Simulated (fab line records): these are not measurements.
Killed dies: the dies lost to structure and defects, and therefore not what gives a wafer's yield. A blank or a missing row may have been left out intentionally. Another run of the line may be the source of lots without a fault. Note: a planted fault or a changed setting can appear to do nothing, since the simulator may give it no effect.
Matching of chambers :: flow nand_harc :: NHARC_A_CONTACT_ALD_18 on ald_metal-01 has 4 sister chambers
The step deposits TiN, target thk 3 nm, pulse time 1 s, ald cycles 150. 24 wafers are shown with their chamber, then 12 later ones without.

== EACH WAFER AND ITS CHAMBER ==
wafer: L074.2
chamber: 3
heater_power_w (W): 1283
precursor_pulse_height_rel: 0.972

wafer: L074.5
chamber: 0
heater_power_w (W): 1045
precursor_pulse_height_rel: 0.991

wafer: L074.6
chamber: 3
heater_power_w (W): 1299
precursor_pulse_height_rel: 1.042

wafer: L078.2
chamber: 2
heater_power_w (W): 1053
precursor_pulse_height_rel: 0.989

wafer: L078.3
chamber: 1
heater_power_w (W): 1115
precursor_pulse_height_rel: 0.995

wafer: L078.6
chamber: 2
heater_power_w (W): 1036
precursor_pulse_height_rel: 1.020

wafer: L081.2
chamber: 0
heater_power_w (W): 963
precursor_pulse_height_rel: 0.987

wafer: L081.3
chamber: 2
heater_power_w (W): 1054
precursor_pulse_height_rel: 1.015

wafer: L081.5
chamber: 1
heater_power_w (W): 1110
precursor_pulse_height_rel: 0.967

wafer: L080.2
chamber: 2
heater_power_w (W): 1053
precursor_pulse_height_rel: 0.988

wafer: L080.4
chamber: 0
heater_power_w (W): 1010
precursor_pulse_height_rel: 1.011

wafer: L080.6
chamber: 0
heater_power_w (W): 1002
precursor_pulse_height_rel: 0.981

wafer: L080.1
chamber: 3
heater_power_w (W): 1211
precursor_pulse_height_rel: 1.032

wafer: L080.3
chamber: 1
heater_power_w (W): 1106
precursor_pulse_height_rel: 1.045

wafer: L080.5
chamber: 1
heater_power_w (W): 1132
precursor_pulse_height_rel: 0.990

wafer: L084.1
chamber: 3
heater_power_w (W): 1254
precursor_pulse_height_rel: 1.056

wafer: L084.2
chamber: 2
heater_power_w (W): 1064
precursor_pulse_height_rel: 0.992

wafer: L084.6
chamber: 3
heater_power_w (W): 1232
precursor_pulse_height_rel: 0.986

wafer: L089.1
chamber: 1
heater_power_w (W): 1127
precursor_pulse_height_rel: 1.020

wafer: L089.4
chamber: 3
heater_power_w (W): 1200
precursor_pulse_height_rel: 0.987

wafer: L089.5
chamber: 3
heater_power_w (W): 1229
precursor_pulse_height_rel: 0.975

wafer: L089.2
chamber: 2
heater_power_w (W): 1082
precursor_pulse_height_rel: 0.957

wafer: L089.3
chamber: 0
heater_power_w (W): 1020
precursor_pulse_height_rel: 0.995

wafer: L089.6
chamber: 0
heater_power_w (W): 982
precursor_pulse_height_rel: 0.983

SIGNATURES, as means of the wafers listed above
reading: heater_power_w
chamber 0: 1003.67
chamber 1: 1118.00
chamber 2: 1057.00
chamber 3: 1244.00
scatter within a chamber: 26.3

reading: precursor_pulse_height_rel
chamber 0: 0.99133
chamber 1: 1.00340
chamber 2: 0.99350
chamber 3: 1.00714
scatter within a chamber: 0.0265
Rule: for a wafer and a chamber, the distance is found by dividing, reading by reading, the gap between the wafer's reading and the chamber's mean by the reading's scatter, squaring, summing and taking the root. The wafer belongs to the nearest chamber; if the next one is less than 2 further off, it can't be placed. The scatter is the square root of a quotient: the sum, over the shown wafers, of each reading's squared deviation from its chamber's mean, divided by wafers minus chambers.

== WAFERS MISSING THEIR CHAMBER ==
wafer: L093.3
heater_power_w (W): 1122
precursor_pulse_height_rel: 1.001

wafer: L093.5
heater_power_w (W): 972
precursor_pulse_height_rel: 1.011

wafer: L093.6
heater_power_w (W): 1124
precursor_pulse_height_rel: 0.983

wafer: L096.1
heater_power_w (W): 1127
precursor_pulse_height_rel: 1.009

wafer: L096.3
heater_power_w (W): 1003
precursor_pulse_height_rel: 0.988

wafer: L096.5
heater_power_w (W): 994
precursor_pulse_height_rel: 0.981

wafer: L096.2
heater_power_w (W): 1259
precursor_pulse_height_rel: 1.062

wafer: L096.4
heater_power_w (W): 1085
precursor_pulse_height_rel: 1.016

wafer: L096.6
heater_power_w (W): 1145
precursor_pulse_height_rel: 1.004

wafer: L094.1
heater_power_w (W): 1143
precursor_pulse_height_rel: 1.006

wafer: L094.4
heater_power_w (W): 1261
precursor_pulse_height_rel: 0.985

wafer: L094.5
heater_power_w (W): 1250
precursor_pulse_height_rel: 0.991

== EACH ONE'S CHAMBER ==
wafer: L093.3
from the rows above: 1
in truth: 1

wafer: L093.5
from the rows above: can't be placed: 0 or 2
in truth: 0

wafer: L093.6
from the rows above: can't be placed: 1 or 2
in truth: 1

wafer: L096.1
from the rows above: 1
in truth: 1

wafer: L096.3
from the rows above: can't be placed: 0 or 2
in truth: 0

wafer: L096.5
from the rows above: can't be placed: 0 or 2
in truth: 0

wafer: L096.2
from the rows above: 3
in truth: 3

wafer: L096.4
from the rows above: can't be placed: 1 or 2 or 0
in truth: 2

wafer: L096.6
from the rows above: 1
in truth: 1

wafer: L094.1
from the rows above: 1
in truth: 1

wafer: L094.4
from the rows above: 3
in truth: 3

wafer: L094.5
from the rows above: 3
in truth: 3
7 of 12 placed correctly. Cannot be placed on the basis of these rows: 5; the candidates contain the true chamber in 5. 0 placed wrongly.
